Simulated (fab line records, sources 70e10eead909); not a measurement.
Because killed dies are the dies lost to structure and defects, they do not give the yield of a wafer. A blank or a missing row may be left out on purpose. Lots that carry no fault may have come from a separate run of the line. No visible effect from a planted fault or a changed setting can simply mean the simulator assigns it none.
Matching of chambers | flow nand harc | 4 sister chambers for NHARC_A_SLIT_DESCUM_14 on rie diel-01
The step chemistry O2, time 3 s. 8 wafers are shown with their chamber, then 8 later ones without.

WAFERS PAIRED WITH THEIR CHAMBERS
wafer  | chamber | drypump motor current A (A) | oes product au (a.u.)
L080.3 | 2       | 5.3                         | 0.998
L080.2 | 1       | 6.2                         | 1.007
L080.6 | 1       | 6.2                         | 1.003
L081.3 | 2       | 5.3                         | 1.004
L083.2 | 0       | 5.9                         | 1.026
L083.4 | 3       | 5.3                         | 0.994
L083.5 | 3       | 5.3                         | 0.998
L092.4 | 0       | 5.8                         | 1.009

WAFERS WITH NO CHAMBER GIVEN
wafer  | drypump motor current A (A) | oes product au (a.u.)
L092.5 | 5.9                         | 1.019
L092.6 | 6.1                         | 1.016
L094.1 | 5.8                         | 1.012
L094.3 | 6.1                         | 1.025
L094.4 | 5.3                         | 1.022
L095.3 | 5.9                         | 1.022
L095.5 | 6.2                         | 1.012
L095.6 | 5.3                         | 1.009

CHAMBER TAKEN BY EACH
wafer  | from the rows above     | in truth
L092.5 | 0                       | 0
L092.6 | 1                       | 1
L094.1 | 0                       | 0
L094.3 | 1                       | 1
L094.4 | can't be placed: 2 or 3 | 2
L095.3 | 0                       | 0
L095.5 | 1                       | 1
L095.6 | can't be placed: 2 or 3 | 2
6 of 8 placed correctly. Can't be placed from these rows: 2 (the true chamber is among the candidates in 2). Number placed wrongly: 0.
How it was worked out, from the rows above alone: a wafer's distance from a chamber is the root of the sum, over the readings, of the square of ((its reading less the chamber's mean) divided by the reading's scatter). If the next closest chamber is less than 2 further off than the closest, the wafer can't be placed; otherwise it belongs to the closest. A chamber's mean is the mean of its shown wafers. The scatter: the root of (the sum of the squares of (reading less its chamber's mean) over the shown wafers, divided by (wafers less chambers)).
